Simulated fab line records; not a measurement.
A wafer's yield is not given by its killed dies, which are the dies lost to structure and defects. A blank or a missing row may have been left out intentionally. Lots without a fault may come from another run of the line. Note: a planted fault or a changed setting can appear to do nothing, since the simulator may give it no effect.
fab line records    flow n5Finfet    part 1 of 2: steps 1 to 4 of 6
record: lots: 24  wafers: 72  lastDay: 19
route steps=1938 shown BEOL_M6@1231 BEOL_M7@1277
lots untouched by any fault: they come from a run of this same line in which no faults occurred
startH: hours from the record's first day to the start of the lot's first wafer shown    waitH: how many hours have passed since the lot's step before this one    " identical to the entry in the row above    L1.1+2: one row covering several wafers at once    - no value, or no start was given    * or withheld: withheld    < > ~ a bound
route shown NAME@n: NAME is a module with steps in the file, n the number in the route of the first one    usual: mean/standard deviation taken from wafers without a fault    same: alike in all rows    chamber/n: place in a boat    sites: per-site readings    _std_site: how widely they spread, as a standard deviation    _edge_site: outer sites' mean less inner sites'    radiusMm: for every site, how far away it sits from the centre of the wafer    mask NAME#n: copy n    behind: the tool/chamber that last shaped the wafer    hold: why the lot went on hold/how many hours it stayed there/how the hold came to an end    device: transistor that didn't switch, given as n, p or np    end of line: tests run on the same wafers once the route is complete    where a step has no rows: the recipe by itself    killed: at the first sort, the dies lost to defects and structure; wafer yield is something else    map: dies across one wafer; x = killed, . = not, _ = none there
set.NAME: the setting that was run; set.NAME@STEP: the one run at that earlier step    model.NAME: the simulator's own value behind a step, which no gauge read
steps of the route over a sample of lots; a table a step, a row a wafer
services: the hour from which a tool's chamber was out of use, counted from the record's first day as startH (under 0 if before that day), plus the number of hours and why
== steps ==
step: N5_BEOL_M6_ETCH_72
recipe: chemistry: N2/H2  target: underlayer  targetDepthA: 65  maskMaterial: CAR-EUV  timeS: 5.2  ionEnergyEv: 200  pressureMtorr: 30  sourceW: 840  biasW: 150  n2FlowSccm: 200  h2FlowSccm: 200  ends: cleared
usual: drypumpMotorCurrentA: 5.7/0.49  etchRfOnTimeS: 5.20/0.067  oesProductAu: 0.67/0.07  rfVppV: 523/3.1  showerheadPlenumPTorr: 2.52/0.087  throttleValvePct: 17.92/0.25
lot.wafer  tool        chamber  startH  waitH  drypumpMotorCurrentA  etchRfOnTimeS  oesProductAu  rfHoursCounterH  rfVppV  showerheadPlenumPTorr  throttleValvePct
L074.1     rieDiel-05  2        197.74  0.0    6.1                   5.27           0.61          207              530     2.62                   18.09
L074.2     "           0        "       "      4.9                   5.19           0.59          224              526     2.62                   18.27
L074.6     "           3        "       "      5.6                   5.24           0.61          -                520     2.42                   18.31
L075.2     rieDiel-01  0        197.85  0.0    5.5                   5.18           0.67          100              519     2.45                   18.12
L075.3     "           3        "       "      5.1                   5.20           0.59          241              525     2.60                   17.79
L075.5     "           2        "       "      6.1                   5.31           0.59          -                525     2.51                   18.18
L077.2     rieDiel-01  1        208.62  0.0    5.9                   5.24           0.61          199              520     2.42                   17.89
L077.3     "           3        "       "      5.1                   5.23           0.58          245              527     2.60                   17.80
L077.4     "           0        "       "      5.5                   5.13           0.67          104              519     2.45                   18.11
L078.2     rieDiel-05  1        219.43  0.0    5.0                   5.30           0.71          70               525     2.58                   17.89
L078.5     "           2        "       "      6.1                   5.23           0.61          -                525     2.61                   18.09
L078.6     "           3        "       "      5.6                   5.24           0.60          -                518     2.42                   18.32
L076.1     rieDiel-01  1        224.70  0.0    5.9                   5.09           0.61          204              520     2.42                   17.88
L076.4     "           1        "       "      5.9                   5.15           0.61          -                521     2.42                   17.87
L076.5     "           2        "       "      6.1                   5.18           0.60          -                522     2.51                   18.22
L079.1     rieDiel-05  2        236.18  0.0    6.1                   5.24           0.62          219              526     2.61                   18.11
L079.3     "           1        "       "      5.0                   5.29           0.71          76               524     2.57                   17.91
L079.5     "           1        "       "      5.0                   5.23           0.71          -                524     2.57                   17.91
L080.4     rieDiel-04  3        236.36  0.0    6.7                   5.14           0.71          -                527     2.67                   17.65
L080.5     "           0        "       "      5.8                   5.13           0.64          -                518     2.44                   17.63
L080.6     "           1        "       "      5.7                   5.11           0.66          -                522     2.45                   17.72
L081.2     rieDiel-05  0        247.45  0.0    4.9                   5.14           0.60          239              528     2.61                   18.28
L081.3     "           1        "       "      5.1                   5.27           0.70          80               525     2.57                   17.90
L081.4     "           0        "       "      4.9                   5.16           0.60          -                527     2.61                   18.29
L082.2     rieDiel-01  3        257.55  0.0    5.1                   5.12           0.80          8                526     2.59                   17.40
L082.3     "           0        "       "      5.5                   5.05           0.65          127              520     2.44                   18.17
L082.5     "           1        "       "      5.9                   5.17           0.60          -                521     2.41                   17.90
L083.2     rieDiel-04  2        264.09  0.0    6.0                   5.20           0.80          8                526     2.60                   17.70
L083.3     "           0        "       "      5.8                   5.23           0.63          151              520     2.43                   17.65
L083.5     "           3        "       "      6.7                   5.21           0.70          -                527     2.67                   17.66
L085.1     rieDiel-04  3        280.13  0.0    6.7                   5.21           0.70          100              528     2.67                   17.68
L085.2     "           0        "       "      5.8                   5.23           0.63          155              520     2.43                   17.66
L085.5     "           1        "       "      5.7                   5.16           0.65          -                521     2.44                   17.72
L084.3     rieDiel-05  1        286.16  0.0    5.1                   5.30           0.68          94               523     2.57                   17.94
L084.4     "           1        "       "      5.0                   5.31           0.68          -                526     2.57                   17.91
L084.5     "           3        "       "      5.6                   5.30           0.59          -                518     2.41                   18.36
L087.1     rieDiel-05  1        289.69  0.0    5.0                   5.37           0.67          96               524     2.57                   17.94
L087.4     "           2        "       "      6.1                   5.32           0.60          -                525     2.60                   18.12
L087.6     "           1        "       "      5.0                   5.31           0.69          -                524     2.56                   17.93
L088.2     rieDiel-01  1        294.41  0.0    5.9                   5.26           0.59          235              519     2.41                   17.97
L088.3     "           3        "       "      5.1                   5.22           0.74          22               524     2.59                   17.42
L088.6     "           1        "       "      5.9                   5.31           0.59          -                518     2.41                   17.94
L086.1     rieDiel-05  1        294.82  0.0    5.0                   5.28           0.68          98               523     2.56                   17.97
L086.3     "           2        "       "      6.1                   5.20           0.60          237              525     2.60                   18.14
L086.4     "           3        "       "      5.6                   5.25           0.59          -                519     2.41                   18.35
L092.1     rieDiel-04  3        302.17  0.0    6.7                   5.19           0.70          107              527     2.66                   17.70
L092.3     "           1        "       "      5.6                   5.13           0.64          164              522     2.44                   17.75
L092.4     "           0        "       "      5.8                   5.24           0.63          163              518     2.43                   17.66
L089.1     rieDiel-01  0        309.76  0.0    5.5                   5.16           0.63          145              520     2.44                   18.20
L089.3     "           3        "       "      5.1                   5.17           0.74          27               525     2.59                   17.43
L089.5     "           3        "       "      5.1                   5.21           0.74          -                526     2.59                   17.42
L090.1     rieDiel-04  2        311.63  0.0    6.0                   5.17           0.79          21               525     2.60                   17.73
L090.2     "           0        "       "      5.8                   5.20           0.63          165              521     2.43                   17.66
L090.3     "           1        "       "      5.7                   5.11           0.66          166              519     2.44                   17.75
L091.3     rieDiel-04  3        319.77  0.0    6.7                   5.11           0.69          112              531     2.66                   17.70
L091.4     "           0        "       "      5.8                   5.12           0.63          168              520     2.43                   17.67
L091.5     "           2        "       "      6.0                   5.14           0.76          -                524     2.59                   17.72
L094.3     rieDiel-01  3        323.94  0.0    5.1                   5.15           0.74          31               525     2.59                   17.44
L094.4     "           1        "       "      5.9                   5.16           0.59          243              518     2.41                   17.96
L094.6     "           2        "       "      6.0                   5.15           0.80          -                522     2.50                   17.77
L093.1     rieDiel-04  1        323.99  0.0    5.7                   5.14           0.65          170              521     2.44                   17.78
L093.4     "           3        "       "      6.7                   5.19           0.69          115              529     2.66                   17.75
L093.5     "           0        "       "      5.8                   5.19           0.63          -                520     2.42                   17.68
L096.2     rieDiel-05  2        324.06  0.0    6.1                   5.19           0.60          248              526     2.60                   18.14
L096.3     "           0        "       "      4.9                   5.13           0.83          8                524     2.60                   17.83
L096.5     "           2        "       "      6.1                   5.16           0.60          -                527     2.60                   18.16
L097.3     rieDiel-01  0        346.81  0.0    5.5                   5.20           0.62          157              521     2.43                   18.23
L097.5     "           2        "       "      6.0                   5.13           0.78          -                522     2.49                   17.80
L097.6     "           3        "       "      5.1                   5.24           0.72          -                526     2.58                   17.44
L095.2     rieDiel-05  1        369.26  0.0    5.0                   5.29           0.66          128              523     2.55                   17.99
L095.3     "           2        "       "      6.1                   5.09           0.83          4                526     2.59                   17.71
L095.5     "           1        "       "      5.0                   5.34           0.66          -                524     2.55                   18.02
step: N5_BEOL_M6_CURE_75
recipe: tempC: 370  timeS: 120  ambient: DMADMS/He  material: SiCOH_lowk
usual: lampPowerPct: 52.32/0.054  wafer_temp_C_max: 371.8/0.74
lot.wafer  tool       chamber  startH  waitH  lampPowerPct  wafer_temp_C_max
L074.1     uvCure-03  0        198.33  0.0    52.41         371.4
L074.2     "          0        "       "      52.34         370.7
L074.6     "          0        "       "      52.30         370.8
L075.2     uvCure-01  0        198.49  0.1    52.28         372.5
L075.3     "          0        "       "      52.34         372.6
L075.5     "          0        "       "      52.27         372.1
L077.2     uvCure-02  0        209.42  0.3    52.27         371.0
L077.3     "          0        "       "      52.41         371.2
L077.4     "          0        "       "      52.45         371.6
L078.2     uvCure-02  2        220.07  0.1    52.30         371.3
L078.5     "          2        "       "      52.32         371.5
L078.6     "          2        "       "      52.29         371.9
L076.1     uvCure-02  1        225.29  0.0    52.37         372.4
L076.4     "          1        "       "      52.31         372.0
L076.5     "          1        "       "      52.31         372.3
L079.1     uvCure-01  0        236.78  0.1    52.26         373.0
L079.3     "          0        "       "      52.32         373.0
L079.5     "          0        "       "      52.24         372.8
L080.4     uvCure-02  1        237.10  0.2    52.25         371.8
L080.5     "          1        "       "      52.36         371.8
L080.6     "          1        "       "      52.40         371.6
L081.2     uvCure-03  0        248.10  0.1    52.28         370.6
L081.3     "          0        "       "      52.25         371.2
L081.4     "          0        "       "      52.42         370.8
L082.2     uvCure-01  0        258.18  0.1    52.34         372.7
L082.3     "          0        "       "      52.33         373.9
L082.5     "          0        "       "      52.32         372.7
L083.2     uvCure-01  2        264.73  0.1    52.39         371.7
L083.3     "          2        "       "      52.28         371.7
L083.5     "          2        "       "      52.42         372.5
L085.1     uvCure-02  2        280.72  0.0    52.33         371.8
L085.2     "          2        "       "      52.24         372.4
L085.5     "          2        "       "      52.39         371.1
L084.3     uvCure-01  1        287.55  0.2    52.31         371.3
L084.4     "          1        "       "      52.30         371.6
L084.5     "          1        "       "      52.38         371.3
L087.1     uvCure-01  0        290.27  0.0    52.30         373.0
L087.4     "          0        "       "      52.24         372.5
L087.6     "          0        "       "      52.27         372.1
L088.2     uvCure-01  0        295.05  0.1    52.39         373.1
L088.3     "          0        "       "      52.44         372.3
L088.6     "          0        "       "      52.25         372.2
L086.1     uvCure-03  0        295.40  0.0    52.25         370.7
L086.3     "          0        "       "      52.33         370.6
L086.4     "          0        "       "      52.32         370.7
L092.1     uvCure-02  0        302.76  0.0    52.30         370.9
L092.3     "          0        "       "      52.31         370.9
L092.4     "          0        "       "      52.26         370.9
L089.1     uvCure-03  0        310.40  0.0    52.29         371.4
L089.3     "          0        "       "      52.33         371.0
L089.5     "          0        "       "      52.33         371.2
L090.1     uvCure-01  2        312.40  0.0    52.32         371.9
L090.2     "          2        "       "      52.28         372.4
L090.3     "          2        "       "      52.35         371.8
L091.3     uvCure-01  1        320.46  0.1    52.29         370.9
L091.4     "          1        "       "      52.26         370.7
L091.5     "          1        "       "      52.33         371.3
L093.1     uvCure-03  1        324.64  0.1    52.42         372.1
L093.4     "          1        "       "      52.31         371.6
L093.5     "          1        "       "      52.34         371.4
L094.3     uvCure-02  1        324.64  0.2    52.25         372.9
L094.4     "          1        "       "      52.28         371.8
L094.6     "          1        "       "      52.32         371.9
L096.2     uvCure-02  1        324.89  0.3    52.31         371.7
L096.3     "          1        "       "      52.34         371.8
L096.5     "          1        "       "      52.33         371.4
L097.3     uvCure-03  2        347.50  0.1    52.37         371.0
L097.5     "          2        "       "      52.31         371.6
L097.6     "          2        "       "      52.43         372.0
L095.2     uvCure-01  2        369.90  0.1    52.30         371.8
L095.3     "          2        "       "      52.34         372.6
L095.5     "          2        "       "      52.38         372.2
step: N5_BEOL_M7_OVL_MEAS_12
recipe: pointsPerWafer: 44
usual: M7_OVL: 0.0/0.8
lot.wafer  tool        chamber  startH  waitH  M7_OVL[nm]
L074.1     overlay-02  0        205.28  0.0    0.9
L074.2     "           0        "       "      0.4
L074.6     "           0        "       "      -0.4
L075.2     overlay-02  0        206.60  0.0    -0.2
L075.3     "           0        "       "      -0.4
L075.5     "           0        "       "      -0.3
L077.2     overlay-02  0        213.74  0.0    -1.1
L077.3     "           0        "       "      -0.6
L077.4     "           0        "       "      -0.5
L078.2     overlay-02  0        224.72  0.0    0.0
L078.5     "           0        "       "      0.7
L078.6     "           0        "       "      0.6
L076.1     overlay-01  0        230.09  0.0    1.7
L076.4     "           0        "       "      0.2
L076.5     "           0        "       "      0.2
L079.1     overlay-01  0        242.82  0.0    -0.9
L079.3     "           0        "       "      -0.1
L079.5     "           0        "       "      -1.4
L080.4     overlay-02  0        243.03  0.0    0.6
L080.5     "           0        "       "      0.5
L080.6     "           0        "       "      0.4
L081.2     overlay-02  0        252.21  0.0    -0.9
L081.3     "           0        "       "      -0.4
L081.4     "           0        "       "      -1.0
L082.2     overlay-02  0        262.70  0.0    1.1
L082.3     "           0        "       "      0.2
L082.5     "           0        "       "      0.3
L083.2     overlay-01  0        270.54  0.0    0.0
L083.3     "           0        "       "      2.8
L083.5     "           0        "       "      0.9
L085.1     overlay-02  0        287.17  0.0    0.9
L085.2     "           0        "       "      0.2
L085.5     "           0        "       "      -0.6
L084.3     overlay-02  0        293.52  0.0    -0.8
L084.4     "           0        "       "      -0.4
L084.5     "           0        "       "      -0.7
L087.1     overlay-01  0        298.05  0.0    0.2
L087.4     "           0        "       "      0.0
L087.6     "           0        "       "      0.0
L088.2     overlay-01  0        302.70  0.0    0.2
L088.3     "           0        "       "      0.1
L088.6     "           0        "       "      0.1
L086.1     overlay-01  0        302.90  0.0    0.7
L086.3     "           0        "       "      0.7
L086.4     "           0        "       "      0.0
L092.1     overlay-02  0        308.82  0.0    0.7
L092.3     "           0        "       "      0.3
L092.4     "           0        "       "      -0.8
L089.1     overlay-01  0        317.45  0.0    0.2
L089.3     "           0        "       "      -1.0
L089.5     "           0        "       "      -0.1
L090.1     overlay-02  0        321.12  0.0    0.7
L090.2     "           0        "       "      0.9
L090.3     "           0        "       "      1.2
L091.3     overlay-02  0        324.69  0.0    -2.3
L091.4     "           0        "       "      -0.5
L091.5     "           0        "       "      -1.7
L094.3     overlay-01  0        331.11  0.0    -0.1
L094.4     "           0        "       "      -0.4
L094.6     "           0        "       "      -0.6
L093.1     overlay-02  0        332.99  0.0    -0.4
L093.4     "           0        "       "      -1.4
L093.5     "           0        "       "      0.1
L096.2     overlay-01  0        333.16  0.0    0.3
L096.3     "           0        "       "      -0.6
L096.5     "           0        "       "      0.2
L097.3     overlay-02  0        351.23  0.0    -0.3
L097.5     "           0        "       "      -0.6
L097.6     "           0        "       "      -2.0
L095.2     overlay-01  0        375.52  0.0    0.4
L095.3     "           0        "       "      1.1
L095.5     "           0        "       "      -0.2
step: N5_BEOL_M7_DESCUM_16
recipe: chemistry: O2  timeS: 7.9  sourcePowerW: 50  biasPowerW: 20  pressureMtorr: 20  rfFrequencyHz: 2.712e+07  tempC: 40  resist: CAR-ArF  o2FlowSccm: 225
usual: drypumpMotorCurrentA: 5.6/0.48  oesProductAu: 0.81/0.096  rfVppV: 243.2/1.4  showerheadPlenumPTorr: 2.11/0.083  tempC: 39.99/0.12  throttleValvePct: 20.38/0.18
lot.wafer  tool        chamber  startH  waitH  drypumpMotorCurrentA  oesProductAu  rfHoursCounterH  rfVppV  showerheadPlenumPTorr  tempC  throttleValvePct
L074.1     rieDiel-06  2        205.34  0.0    6.2                   0.78          127              242.2   1.93                   40.14  20.37
L074.2     "           1        "       "      5.1                   0.70          231              240.7   1.99                   39.89  20.77
L074.6     "           2        "       "      6.2                   0.78          -                240.4   1.93                   39.95  20.37
L075.2     rieDiel-02  2        207.08  0.5    5.7                   0.73          181              244.4   2.17                   39.87  20.33
L075.3     "           0        "       "      4.6                   1.02          1                242.5   2.15                   40.06  20.34
L075.5     "           0        "       "      4.6                   1.02          -                243.4   2.15                   40.03  20.37
L077.2     rieDiel-02  2        213.79  0.0    5.6                   0.73          184              243.1   2.17                   39.98  20.33
L077.3     "           3        "       "      5.9                   0.73          156              243.2   2.09                   40.05  20.18
L077.4     "           1        "       "      5.1                   0.70          244              243.4   2.15                   40.12  20.54
L078.2     rieDiel-06  0        224.77  0.0    5.9                   0.90          41               242.9   2.04                   40.12  20.41
L078.5     "           3        "       "      5.4                   0.88          -                244.8   2.22                   40.05  20.06
L078.6     "           0        "       "      5.9                   0.90          -                242.3   2.04                   40.10  20.42
L076.1     rieDiel-06  3        230.15  0.0    5.4                   0.87          52               244.8   2.22                   40.11  20.06
L076.4     "           0        "       "      5.9                   0.89          42               240.9   2.04                   40.12  20.41
L076.5     "           3        "       "      5.4                   0.87          -                244.6   2.22                   39.93  20.06
L079.1     rieDiel-02  3        242.88  0.0    5.9                   0.73          166              243.8   2.09                   39.98  20.17
L079.3     "           2        "       "      5.6                   0.72          193              244.8   2.17                   40.03  20.36
L079.5     "           3        "       "      5.9                   0.72          -                241.3   2.08                   39.78  20.19
L080.4     rieDiel-06  0        243.35  0.3    5.9                   0.89          45               244.3   2.04                   39.86  20.42
L080.5     "           0        "       "      5.9                   0.89          -                242.1   2.04                   39.89  20.42
L080.6     "           1        "       "      5.1                   0.69          -                240.7   1.98                   40.23  20.79
L081.2     rieDiel-03  0        252.27  0.0    5.5                   0.74          155              242.7   2.10                   40.15  20.58
L081.3     "           1        "       "      5.6                   0.88          55               244.4   2.12                   40.01  20.29
L081.4     "           1        "       "      5.6                   0.89          -                244.8   2.12                   40.00  20.27
L082.2     rieDiel-03  0        263.94  1.2    5.5                   0.74          160              242.6   2.10                   39.99  20.58
L082.3     "           2        "       "      6.3                   0.69          251              243.1   2.15                   39.87  20.75
L082.5     "           2        "       "      6.3                   0.69          -                244.2   2.15                   39.95  20.75
L083.2     rieDiel-06  0        270.60  0.0    5.9                   0.87          56               242.0   2.03                   39.92  20.45
L083.3     "           2        "       "      6.2                   0.77          146              241.4   1.93                   40.08  20.41
L083.5     "           0        "       "      5.9                   0.87          -                242.9   2.03                   40.04  20.43
L085.1     rieDiel-03  0        287.26  0.1    5.5                   0.73          170              243.7   2.10                   39.87  20.61
L085.2     "           2        "       "      6.3                   0.68          261              244.9   2.15                   40.02  20.77
L085.5     "           2        "       "      6.4                   0.68          -                244.0   2.15                   40.11  20.75
L084.3     rieDiel-06  0        293.64  0.1    5.9                   0.86          62               241.6   2.03                   39.91  20.44
L084.4     "           1        "       "      5.0                   0.94          4                245.1   2.24                   40.07  20.43
L084.5     "           3        "       "      5.4                   0.84          -                245.8   2.21                   39.92  20.10
L087.1     rieDiel-02  0        298.11  0.0    4.7                   0.93          29               244.4   2.14                   40.02  20.41
L087.4     "           2        "       "      5.6                   0.70          -                244.2   2.16                   39.95  20.38
L087.6     "           0        "       "      4.7                   0.92          -                244.0   2.14                   40.19  20.41
L088.2     rieDiel-02  3        302.82  0.1    5.9                   0.71          183              242.9   2.08                   39.82  20.21
L088.3     "           0        "       "      4.7                   0.93          31               244.2   2.14                   39.92  20.41
L088.6     "           3        "       "      5.9                   0.71          -                242.5   2.08                   39.89  20.20
L086.1     rieDiel-06  3        303.05  0.1    5.4                   0.83          73               244.5   2.21                   39.92  20.10
L086.3     "           2        "       "      6.2                   0.77          155              241.2   1.92                   39.91  20.42
L086.4     "           0        "       "      5.9                   0.87          64               242.5   2.03                   40.10  20.45
L092.1     rieDiel-03  3        308.89  0.0    5.9                   0.73          196              243.2   2.08                   40.13  20.54
L092.3     "           1        "       "      5.6                   0.84          80               243.9   2.11                   39.97  20.31
L092.4     "           0        "       "      5.5                   0.73          -                241.9   2.10                   39.99  20.61
L089.1     rieDiel-02  1        317.51  0.0    5.1                   0.95          13               243.4   2.14                   40.03  20.18
L089.3     "           2        "       "      5.6                   0.70          213              243.7   2.16                   39.91  20.37
L089.5     "           2        "       "      5.6                   0.70          -                243.2   2.16                   40.09  20.38
L090.1     rieDiel-02  1        321.17  0.0    5.1                   0.94          14               243.8   2.15                   40.04  20.17
L090.2     "           0        "       "      4.7                   0.92          35               244.4   2.14                   39.91  20.41
L090.3     "           3        "       "      5.9                   0.70          188              244.4   2.08                   39.96  20.22
L091.3     rieDiel-03  1        324.87  0.2    5.5                   0.86          85               243.1   2.11                   40.17  20.34
L091.4     "           2        "       "      6.3                   0.99          2                244.3   2.15                   39.80  20.37
L091.5     "           1        "       "      5.6                   0.85          -                243.3   2.11                   40.35  20.33
L094.3     rieDiel-02  0        331.16  0.0    4.7                   0.92          38               244.3   2.14                   40.11  20.41
L094.4     "           1        "       "      5.0                   0.94          17               243.7   2.14                   40.02  20.18
L094.6     "           3        "       "      5.9                   0.70          -                242.6   2.08                   39.79  20.23
L093.1     rieDiel-06  1        333.36  0.3    5.1                   0.91          15               245.3   2.24                   39.98  20.45
L093.4     "           3        "       "      5.4                   0.83          81               246.1   2.21                   39.87  20.11
L093.5     "           1        "       "      5.1                   0.91          -                244.4   2.24                   40.02  20.44
L096.2     rieDiel-03  3        333.49  0.3    5.9                   0.72          203              243.5   2.08                   40.16  20.55
L096.3     "           1        "       "      5.6                   0.85          87               243.0   2.10                   40.19  20.34
L096.5     "           1        "       "      5.6                   0.85          -                242.1   2.11                   40.06  20.33
L097.3     rieDiel-02  0        351.29  0.0    4.7                   0.90          44               242.1   2.14                   40.20  20.42
L097.5     "           3        "       "      5.9                   0.71          -                242.5   2.07                   40.11  20.23
L097.6     "           0        "       "      4.6                   0.90          -                243.8   2.14                   40.03  20.40
L095.2     rieDiel-06  0        375.57  0.0    5.9                   0.83          85               242.3   2.02                   39.88  20.47
L095.3     "           3        "       "      5.4                   0.81          93               246.3   2.21                   39.95  20.11
L095.5     "           0        "       "      5.9                   0.84          -                242.1   2.02                   40.07  20.45
